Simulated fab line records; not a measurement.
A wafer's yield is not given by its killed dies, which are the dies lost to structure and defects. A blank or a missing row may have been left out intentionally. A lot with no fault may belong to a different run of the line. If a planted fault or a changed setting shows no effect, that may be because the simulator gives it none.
fab line records	flow n5-finfet
record lots=7	wafers=39
route steps=1938 shown BEOL_M7@1308
start-h: hours from the record's first day to the start of the lot's first wafer shown	wait-h: how many hours have passed since the lot's step before this one	" as in the row above	L1.1+2: a row that stands for several wafers	- no value, or no start was given	* or withheld: withheld	< > ~ a bound
route shown NAME@n: NAME is a module with steps in the file, n the number in the route of the first one	usual: the fault-free wafers' mean and standard deviation	same: alike in all rows	chamber/n: place in a boat	sites: the reading at each site	_std_site: their standard deviation	_edge_site: mean of outer sites minus mean of inner sites	radius-mm: how far each site lies from the wafer's centre	mask NAME#n: copy n	behind: the last tool/chamber to shape the wafer	hold: reason for holding the lot/hours on hold/outcome of the hold	device: transistor that didn't switch, given as n, p or np	end of line: the tests these same wafers got at the end of their route	where a step has no rows: the recipe by itself	killed: count of dies lost to structure and defects at first sort (not the wafer's yield)	map: dies across one wafer; x = killed, . = not, _ = none there
set.NAME: the setting the step ran with; set.NAME@STEP: the setting that earlier step ran with	model.NAME: the simulator's own value behind a step, which no gauge read
lots with deliberately changed settings; one table per step, one row per wafer
## steps
# step N5_BEOL_M7_TRENCH_ETCH_37
# recipe chemistry=C4F6/O2	target-depth-a=934.78	target=SiCOH_lowk	time-s=31.2	ion-energy-ev=250	pressure-mtorr=30	source-w=345	bias-w=185	Ar_flow_sccm=300	C4F6_flow_sccm=10	O2_flow_sccm=10
lot.wafer	tool	chamber	start-h	wait-h	set.time-s	model.BEOL_M7.feature-depth-nm	model.etch.depth-nm	model.TiN_of_BEOL_M7_HM_DEP_02.thk-nm
L077.1	rie-diel-04	0	-	-	31.2	93	92.97	17.6
L077.2	"	2	"	"	18.82	55	55.07	18.6
L077.3	"	1	"	"	31.2	92.6	92.7	17.4
L077.4	"	3	"	"	18.82	55.6	55.67	18.6
L077.5	"	0	"	"	18.82	55.8	55.78	18.6
L077.6	"	3	"	"	31.2	93.2	93.12	17.4
L078.1	rie-diel-04	2	-	-	31.2	91.6	91.6	17
L078.2	"	1	"	"	31.2	92.8	92.88	17.2
L078.3	"	3	"	"	31.2	93.4	93.4	17
L078.4	"	0	"	"	17.65	51.8	51.75	18.4
L078.5	"	2	"	"	17.65	52	51.98	18.2
L078.6	"	3	"	"	17.65	52.6	52.65	18.4
L079.3	rie-diel-06	2	-	-	31.2	93.4	93.48	17
L079.4	"	3	"	"	31.2	91.8	91.87	16.8
L079.5	"	3	"	"	31.2	92	92.01	17
L081.1	rie-diel-04	2	-	-	31.2	92.2	92.26	17.6
L081.2	"	0	"	"	43.77	127.8	127.8	16.4
L081.3	"	3	"	"	43.77	131	131.1	16.2
L081.4	"	1	"	"	43.77	128.8	128.8	16.4
L081.5	"	3	"	"	31.2	93.8	93.79	17.2
L081.6	"	2	"	"	31.2	92.6	92.6	17.2
L086.1	rie-diel-05	0	-	-	31.2	93.2	93.15	17.2
L086.2	"	1	"	"	31.2	91.8	91.87	17.4
L086.3	"	3	"	"	45.24	133.6	133.5	16.2
L086.4	"	2	"	"	45.24	132.8	132.7	16.2
L086.5	"	0	"	"	31.2	93.2	93.15	17.4
L086.6	"	1	"	"	45.24	133.2	133.2	16.2
L087.1	rie-diel-04	0	-	-	31.2	93.4	93.44	17.4
L087.2	"	2	"	"	31.2	92.4	92.32	17.8
L087.3	"	1	"	"	31.2	93.8	93.71	17.6
L087.4	"	3	"	"	31.2	93.6	93.54	17.6
L087.5	"	1	"	"	31.2	93.6	93.51	17.8
L087.6	"	0	"	"	31.2	93.2	93.23	17.6
L096.1	rie-diel-05	2	-	-	31.2	91.4	91.36	17.2
L096.2	"	1	"	"	31.2	91.2	91.24	16.8
L096.3	"	3	"	"	31.2	92.6	92.69	16.6
L096.4	"	0	"	"	31.2	93.4	93.34	16.8
L096.5	"	3	"	"	31.2	92.4	92.37	16.6
L096.6	"	0	"	"	31.2	93.2	93.29	16.6
# step N5_BEOL_M7_ETCH_41
# recipe chemistry=CH3F/O2	target=SiCN	target-depth-a=319	taper-deg=2	time-s=57.8	ion-energy-ev=120	mask-material=TiN	pressure-mtorr=30	source-w=395	bias-w=75	Ar_flow_sccm=150	CH3F_flow_sccm=30	O2_flow_sccm=20
# step N5_BEOL_M7_STRIP_80
# recipe chemistry=N2/H2	time-s=10	power-w=450	temp-c=40	pressure-mtorr=20	rf-frequency-hz=6e+07	bias-power-w=7	n2-flow-sccm=200	h2-flow-sccm=200
# step N5_BEOL_M7_OCD_MEAS_38
# usual trench-depth-nm=93.0/1.2
lot.wafer	tool	chamber	start-h	wait-h	set.time-s@BEOL_M7_TRENCH_ETCH_37	trench-depth-nm
L077.1	ocd-01	-	206.97	-	31.2	92.2
L077.2	"	-	"	"	18.82	55.2
L077.3	"	-	"	"	31.2	92.7
L077.4	"	-	"	"	18.82	56.4
L077.5	"	-	"	"	18.82	55.4
L077.6	"	-	"	"	31.2	93.4
L078.1	ocd-01	-	216.87	-	31.2	91.5
L078.2	"	-	"	"	31.2	93.5
L078.3	"	-	"	"	31.2	93.3
L078.4	"	-	"	"	17.65	51.7
L078.5	"	-	"	"	17.65	51.6
L078.6	"	-	"	"	17.65	52.4
L079.3	ocd-01	-	218.05	-	31.2	93.6
L079.4	"	-	"	"	31.2	92.2
L079.5	"	-	"	"	31.2	92.3
L081.1	ocd-01	-	252.00	-	31.2	92.6
L081.2	"	-	"	"	43.77	127.9
L081.3	"	-	"	"	43.77	131.2
L081.4	"	-	"	"	43.77	128.8
L081.5	"	-	"	"	31.2	94.0
L081.6	"	-	"	"	31.2	92.9
L086.1	ocd-02	-	275.17	-	31.2	93.3
L086.2	"	-	"	"	31.2	92.2
L086.3	"	-	"	"	45.24	133.9
L086.4	"	-	"	"	45.24	132.8
L086.5	"	-	"	"	31.2	93.6
L086.6	"	-	"	"	45.24	133.3
L087.1	ocd-01	-	280.93	-	31.2	94.1
L087.2	"	-	"	"	31.2	92.0
L087.3	"	-	"	"	31.2	93.6
L087.4	"	-	"	"	31.2	93.5
L087.5	"	-	"	"	31.2	93.5
L087.6	"	-	"	"	31.2	93.9
L096.1	ocd-01	-	342.10	-	31.2	90.9
L096.2	"	-	"	"	31.2	91.2
L096.3	"	-	"	"	31.2	92.4
L096.4	"	-	"	"	31.2	93.6
L096.5	"	-	"	"	31.2	92.0
L096.6	"	-	"	"	31.2	92.9
# step N5_BEOL_M7_HM_STRIP_39
# recipe chemistry=peroxide-tin-strip	material=TiN	target-depth-a=250	temp-c=50	time-s=158
# step N5_BEOL_M7_SRD_40
# recipe time-s=30	temp-c=23	rinse-liquid=diw	dry=ipa-marangoni
# step N5_BEOL_M7_ECD_50
# recipe material=Cu	target-thk-a=3000
# step N5_BEOL_M7_ANNEAL_51
# recipe temp-c=225	time-s=90	ambient=N2
# step N5_BEOL_M7_CMP_52
# recipe stop-on=SiCOH_lowk	t-overpolish-s=6.9	down-force-psi=1	platen-rpm=50	clearing-platen-down-force-psi=1.5	clearing-platen-rpm=50	post-cmp-clean=cu-alkaline	target-thk-nm=80	clearing-platen-pad-velocity-m-s=0.99484	pad-velocity-m-s=0.99484
lot.wafer	tool	chamber	start-h	wait-h	set.time-s@BEOL_M7_TRENCH_ETCH_37	model.Cu_of_BEOL_M7_ECD_50.thk-nm
L077.1+3	cmp-01	3,0	209.81	0.3	31.2	80
L077.4	"	1	"	"	18.82	43
L077.2	"	2	"	"	18.82	39.8
L077.5	"	3	"	"	18.82	41.8
L077.6	"	0	"	"	31.2	80.8
L078.3	cmp-01	2	220.96	0.2	31.2	78.8
L078.4	"	3	"	"	17.65	39.4
L078.1	"	0	"	"	31.2	79.2
L078.2	"	1	"	"	31.2	80.4
L078.6	"	2	"	"	17.65	38.4
L078.5	"	3	"	"	17.65	38.2
L079.3	cmp-01	1	222.25	0.2	31.2	81.2
L079.4+5	"	2,1	"	"	31.2	78.4
L081.2	cmp-04	3	255.72	0.2	43.77	113.8
L081.1	"	0	"	"	31.2	76.4
L081.3	"	1	"	"	43.77	118.8
L081.4	"	2	"	"	43.77	115.8
L081.5	"	3	"	"	31.2	78.8
L081.6	"	0	"	"	31.2	77.4
L086.3	cmp-02	3	277.32	0.2	45.24	119.8
L086.2+5	"	0	"	"	31.2	79.2
L086.1	"	1	"	"	31.2	77.4
L086.4	"	2	"	"	45.24	119
L086.6	"	3	"	"	45.24	118.4
L087.1	cmp-02	3	283.30	0.3	31.2	79
L087.3	"	0	"	"	31.2	79.6
L087.4	"	1	"	"	31.2	78.2
L087.2	"	2	"	"	31.2	78
L087.6	"	3	"	"	31.2	80
L087.5	"	0	"	"	31.2	81
L096.1	cmp-04	2	346.19	0.3	31.2	77.8
L096.4	"	3	"	"	31.2	79.6
L096.2	"	0	"	"	31.2	77.4
L096.3	"	1	"	"	31.2	81.8
L096.5	"	2	"	"	31.2	79
L096.6	"	3	"	"	31.2	81.2
# step N5_BEOL_M7_THK_MEAS_53
# recipe thk-meas-gauge=xrf	reads=Cu_of_BEOL_M7_ECD_50
# usual M7_THK=79.4/1.7
lot.wafer	tool	chamber	start-h	wait-h	set.time-s@BEOL_M7_TRENCH_ETCH_37	M7_THK[nm]
L077.1	film-metro-02	-	210.11	-	31.2	80.7
L077.2	"	-	"	"	18.82	40.1
L077.3	"	-	"	"	31.2	80.4
L077.4	"	-	"	"	18.82	43.5
L077.5	"	-	"	"	18.82	42.2
L077.6	"	-	"	"	31.2	81.3
L078.1	film-metro-02	-	221.25	-	31.2	80.4
L078.2	"	-	"	"	31.2	81.7
L078.3	"	-	"	"	31.2	79.8
L078.4	"	-	"	"	17.65	40.0
L078.5	"	-	"	"	17.65	38.6
L078.6	"	-	"	"	17.65	39.0
L079.3	film-metro-01	-	222.51	-	31.2	82.2
L079.4	"	-	"	"	31.2	79.1
L079.5	"	-	"	"	31.2	79.3
L081.1	film-metro-02	-	256.01	-	31.2	76.5
L081.2	"	-	"	"	43.77	114.0
L081.3	"	-	"	"	43.77	119.5
L081.4	"	-	"	"	43.77	115.9
L081.5	"	-	"	"	31.2	79.4
L081.6	"	-	"	"	31.2	77.4
L086.1	film-metro-02	-	277.62	-	31.2	77.5
L086.2	"	-	"	"	31.2	79.1
L086.3	"	-	"	"	45.24	119.4
L086.4	"	-	"	"	45.24	119.0
L086.5	"	-	"	"	31.2	79.3
L086.6	"	-	"	"	45.24	118.4
L087.1	film-metro-02	-	283.59	-	31.2	79.7
L087.2	"	-	"	"	31.2	78.5
L087.3	"	-	"	"	31.2	79.8
L087.4	"	-	"	"	31.2	78.9
L087.5	"	-	"	"	31.2	81.5
L087.6	"	-	"	"	31.2	80.5
L096.1	film-metro-02	-	346.49	-	31.2	78.3
L096.2	"	-	"	"	31.2	77.9
L096.3	"	-	"	"	31.2	82.5
L096.4	"	-	"	"	31.2	80.3
L096.5	"	-	"	"	31.2	79.5
L096.6	"	-	"	"	31.2	81.7
# step N5_BEOL_M7_PRE_CLEAN_55
# recipe gas=NH3	time-s=15	temp-c=withheld	rf-power-w=300
# step N5_BEOL_M7_DEP_56
# recipe material=SiCN	target-thk-a=100	temp-c=withheld	precursor=3MS/NH3	pressure-torr=3	rf-w=202	time-s=17.5
# step N5_BEOL_M7_RS_MEAS_57
# recipe thk-meas-gauge=four-point-probe	reads=Cu_of_BEOL_M7_ECD_50+Co_of_BEOL_M7_CVD_78+TaN_of_BEOL_M7_ALD_77
# usual M7_RS=0.290/0.0065
lot.wafer	tool	chamber	start-h	wait-h	set.time-s@BEOL_M7_TRENCH_ETCH_37	M7_RS[ohm/sq]
L077.1	film-metro-02	-	210.27	0.1	31.2	0.286
L077.2	"	-	"	"	18.82	0.676
L077.3	"	-	"	"	31.2	0.287
L077.4	"	-	"	"	18.82	0.612
L077.5	"	-	"	"	18.82	0.634
L077.6	"	-	"	"	31.2	0.284
L078.1	film-metro-01	-	221.38	0.1	31.2	0.289
L078.2	"	-	"	"	31.2	0.285
L078.3	"	-	"	"	31.2	0.291
L078.4	"	-	"	"	17.65	0.685
L078.5	"	-	"	"	17.65	0.716
L078.6	"	-	"	"	17.65	0.711
L079.3	film-metro-02	-	222.64	0.1	31.2	0.281
L079.4	"	-	"	"	31.2	0.293
L079.5	"	-	"	"	31.2	0.292
L081.1	film-metro-02	-	256.14	0.1	31.2	0.302
L081.2	"	-	"	"	43.77	0.191
L081.3	"	-	"	"	43.77	0.181
L081.4	"	-	"	"	43.77	0.187
L081.5	"	-	"	"	31.2	0.291
L081.6	"	-	"	"	31.2	0.297
L086.1	film-metro-02	-	277.75	0.1	31.2	0.298
L086.2	"	-	"	"	31.2	0.291
L086.3	"	-	"	"	45.24	0.181
L086.4	"	-	"	"	45.24	0.181
L086.5	"	-	"	"	31.2	0.290
L086.6	"	-	"	"	45.24	0.182
L087.1	film-metro-01	-	283.72	0.1	31.2	0.290
L087.2	"	-	"	"	31.2	0.294
L087.3	"	-	"	"	31.2	0.287
L087.4	"	-	"	"	31.2	0.293
L087.5	"	-	"	"	31.2	0.282
L087.6	"	-	"	"	31.2	0.286
L096.1	film-metro-01	-	346.62	0.1	31.2	0.296
L096.2	"	-	"	"	31.2	0.297
L096.3	"	-	"	"	31.2	0.278
L096.4	"	-	"	"	31.2	0.287
L096.5	"	-	"	"	31.2	0.291
L096.6	"	-	"	"	31.2	0.281
## key
split step=N5_BEOL_M7_TRENCH_ETCH_37	setting=time-s	stated=31.2	by=wafer
response step=N5_BEOL_M7_TRENCH_ETCH_37	reading=model.BEOL_M7.feature-depth-nm	change=+0.918	per=1%	r=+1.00
response step=N5_BEOL_M7_TRENCH_ETCH_37	reading=model.etch.depth-nm	change=+0.918	per=1%	r=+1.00
response step=N5_BEOL_M7_TRENCH_ETCH_37	reading=model.TiN_of_BEOL_M7_HM_DEP_02.thk-nm	change=-0.0269	per=1%	r=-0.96
response step=N5_BEOL_M7_OCD_MEAS_38	reading=trench-depth-nm	change=+0.917	per=1%	r=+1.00
response step=N5_BEOL_M7_CMP_52	reading=model.Cu_of_BEOL_M7_ECD_50.thk-nm	change=+0.94	per=1%	r=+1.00
response step=N5_BEOL_M7_THK_MEAS_53	reading=M7_THK	change=+0.945	per=1%	r=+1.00
response step=N5_BEOL_M7_RS_MEAS_57	reading=M7_RS	change=-0.00585	per=1%	r=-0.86
